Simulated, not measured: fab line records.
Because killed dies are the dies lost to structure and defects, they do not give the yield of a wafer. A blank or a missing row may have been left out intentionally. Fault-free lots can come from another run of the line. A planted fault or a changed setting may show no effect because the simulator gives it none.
Split-lot study ; flow n5 finfet ; 39 wafers read from 7 lots, route of 1938 steps

## SPLIT DETAILS
At N5_BEOL_M3_TRENCH_ETCH_37 (etches SiOC in C4F6/O2, target depth 55.555 nm, time 29.2 s), the setting target depth a was moved away from the recipe's 555.55 angstrom on 9 of the 39 wafers read, by -57.6% to +50.0%. For the rest of the wafers, this setting stayed at what the recipe calls for.

## FROM THE SPLIT TO THE READING: what the file shows between them, 2 steps
- N5_BEOL_M3_ETCH_41: etches SiCN in CH3F/O2, target depth 29.9 nm, time 52.5 s
- N5_BEOL_M3_STRIP_97: strips in N2/H2, time 10 s

## THE READING
trench depth nm, in nm, at N5_BEOL_M3_OCD_MEAS_38. Typical for fault-free wafers on this fab line: 55.5 nm, with standard deviation 0.86 nm.

wafer;tool, chamber at the split;target depth a as run, angstrom;against the recipe;trench depth nm, nm;against lot-mates on the recipe
L081.1;rie diel-01, 2;555.55;recipe;55.8;-
L081.2;rie diel-01, 3;555.55;recipe;56.3;-
L081.3;rie diel-01, 0;555.55;recipe;56.0;-
L081.4;rie diel-01, 1;555.55;recipe;55.0;-
L081.5;rie diel-01, 3;555.55;recipe;56.1;-
L081.6;rie diel-01, 0;555.55;recipe;55.9;-
L082.1;rie diel-03, 3;555.55;recipe;54.3;-
L082.2;rie diel-03, 0;555.55;recipe;55.0;-
L082.3;rie diel-03, 2;235.4;-57.6%;23.5;-32.0
L082.4;rie diel-03, 1;555.55;recipe;57.1;-
L082.5;rie diel-03, 2;235.4;-57.6%;23.9;-31.6
L082.6;rie diel-03, 3;235.4;-57.6%;23.1;-32.4
L093.1;rie diel-01, 2;555.55;recipe;55.4;-
L093.2;rie diel-01, 1;555.55;recipe;54.5;-
L093.3;rie diel-01, 0;555.55;recipe;54.7;-
L093.4;rie diel-01, 3;555.55;recipe;56.4;-
L093.5;rie diel-01, 3;555.55;recipe;55.6;-
L093.6;rie diel-01, 0;555.55;recipe;55.3;-
L094.1;rie diel-03, 1;555.55;recipe;57.1;-
L094.2;rie diel-03, 0;555.55;recipe;54.9;-
L094.3;rie diel-03, 2;555.55;recipe;55.4;-
L094.4;rie diel-03, 3;555.55;recipe;54.4;-
L094.5;rie diel-03, 3;555.55;recipe;54.3;-
L094.6;rie diel-03, 2;555.55;recipe;55.0;-
L095.1;rie diel-03, 3;833.3;+50.0%;81.1;+25.3
L095.2;rie diel-03, 1;555.55;recipe;56.9;-
L095.3;rie diel-03, 2;833.3;+50.0%;82.4;+26.6
L095.4;rie diel-03, 0;555.55;recipe;54.9;-
L095.5;rie diel-03, 2;555.55;recipe;55.6;-
L095.6;rie diel-03, 3;833.3;+50.0%;81.0;+25.2
L096.1;rie diel-01, 0;555.55;recipe;55.2;-
L096.3;rie diel-01, 2;555.55;recipe;55.3;-
L096.5;rie diel-01, 0;555.55;recipe;54.9;-
L097.1;rie diel-02, 2;406.4;-26.8%;40.5;-15.1
L097.2;rie diel-02, 3;406.4;-26.8%;42.5;-13.1
L097.3;rie diel-02, 0;555.55;recipe;55.6;-
L097.4;rie diel-02, 1;555.55;recipe;54.6;-
L097.5;rie diel-02, 1;406.4;-26.8%;40.4;-15.2
L097.6;rie diel-02, 0;555.55;recipe;56.7;-

THE FIT
A straight line over all 39 wafers: trench depth nm changes by +0.539 nm for each +1% of target depth a; r = +1.00; the points scatter about the line by 0.87 nm.
The same after taking each lot's own level away (the mean of its wafers on the recipe; 39 wafers): +0.537 nm for each +1%; r = +1.00; scatter 0.86 nm.
On that fit, the largest move of target depth a shifts the reading by 31 nm.
Measured against the standard deviation above, the lots' own levels, which go from 55.13 to 55.85 nm, span 0.8 times it.
The two slopes agree, so the slope changes little with the lot-to-lot level.
Check: for one of the wafers moved furthest among these (-57.6%), held out of the fit, the line's prediction against its lot-mates is -30.9 nm. It came out at -32 nm against them.

## THE OTHER SPLITS THESE WAFERS WENT THROUGH
Before the reading, these wafers also passed through other splits. Each is held against what the fit with the lots' levels taken away leaves over:
other split on the same wafers;wafers away from the commonest value;r with trench depth nm (lot level and that fit taken away)
N5_BEOL_M2_ILD_DEP_00 time s;12;+0.02

## THE WHOLE CHAIN: every reading that the file lists as answering this split, in the file's order
step;what it does;reading;change (the file's fit);r (the file's)
N5_BEOL_M3_TRENCH_ETCH_37;etches SiOC in C4F6/O2, target depth 55.555 nm, time 29.2 s;etch.depth nm (the simulator's own value, which no gauge read);+0.541 nm for each +1% of the setting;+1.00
N5_BEOL_M3_TRENCH_ETCH_37;etches SiOC in C4F6/O2, target depth 55.555 nm, time 29.2 s;BEOL_M3.feature depth nm (the simulator's own value, which no gauge read);+0.541 nm for each +1% of the setting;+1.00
N5_BEOL_M3_TRENCH_ETCH_37;etches SiOC in C4F6/O2, target depth 55.555 nm, time 29.2 s;TiN_of_BEOL_M3_HM_DEP_02.thk nm (the simulator's own value, which no gauge read);-0.0223 nm for each +1% of the setting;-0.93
N5_BEOL_M3_OCD_MEAS_38;;trench depth nm;+0.537 nm for each +1% of the setting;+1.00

## THE FILE'S OWN FIT
trench depth nm changes by +0.537 nm for each +1% of target depth a, r = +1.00.
